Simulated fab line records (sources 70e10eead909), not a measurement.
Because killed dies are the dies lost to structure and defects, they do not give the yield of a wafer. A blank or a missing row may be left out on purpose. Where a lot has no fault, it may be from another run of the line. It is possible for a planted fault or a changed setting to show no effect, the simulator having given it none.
Matching of chambers	flow nandHarc	3 sister chambers for NHARC_P_M2_PRE_CLEAN_32 on pecvd-03
The step time 12 s. 16 wafers are shown with their chamber, then 8 later ones without.

EACH WAFER AND ITS CHAMBER
wafer	chamber	heaterPowerW (W)	heaterPowerOuterW (W)	susceptorTempC (C)
L076.2	0	664	396	370.13
L076.3	2	645	372	370.16
L076.6	1	600	358	369.80
L081.1	1	621	351	370.03
L081.2	0	636	354	369.98
L081.5	1	613	355	369.95
L079.3	2	588	362	369.76
L079.4	2	607	363	369.89
L079.6	1	549	309	369.96
L083.1	1	571	319	369.75
L083.4	2	611	366	369.94
L083.5	0	695	395	369.86
L086.1	2	606	367	370.13
L086.2	0	632	355	370.50
L086.4	0	638	366	370.18
L090.1	1	589	349	369.72

SIGNATURES (means of the wafers above)
reading	chamber 0	chamber 1	chamber 2	scatter within a chamber
heaterPowerW	653.00	590.50	611.40	25.1
heaterPowerOuterW	373.20	340.17	366.00	17.5
susceptorTempC	370.1300	369.8683	369.9760	0.182
Rule: for a wafer and a chamber, the distance is found by dividing, reading by reading, the gap between the wafer's reading and the chamber's mean by the reading's scatter, squaring, summing and taking the root. The wafer belongs to the nearest chamber; if the next one is less than 2 further off, it can't be placed. The scatter is the square root of a quotient: the sum, over the shown wafers, of each reading's squared deviation from its chamber's mean, divided by wafers minus chambers.

WAFERS WITH NO CHAMBER GIVEN
wafer	heaterPowerW (W)	heaterPowerOuterW (W)	susceptorTempC (C)
L090.2	655	379	370.05
L090.6	549	323	369.90
L094.1	597	339	369.81
L094.2	616	345	370.35
L094.4	619	351	370.14
L093.2	605	360	370.02
L093.5	656	369	369.71
L093.6	612	366	370.11

WHICH CHAMBER EACH WENT THROUGH
wafer	from the rows above	in truth
L090.2	can't be placed: 0 or 2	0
L090.6	can't be placed: 1 or 2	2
L094.1	can't be placed: 1 or 2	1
L094.2	can't be placed: 2 or 0 or 1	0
L094.4	can't be placed: 2 or 0 or 1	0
L093.2	can't be placed: 2 or 1 or 0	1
L093.5	can't be placed: 2 or 0 or 1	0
L093.6	can't be placed: 2 or 0 or 1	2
0 of 8 placed correctly. Unplaceable from these rows: 8, with the true chamber sitting among the candidates in 8. Placed wrongly: 0.
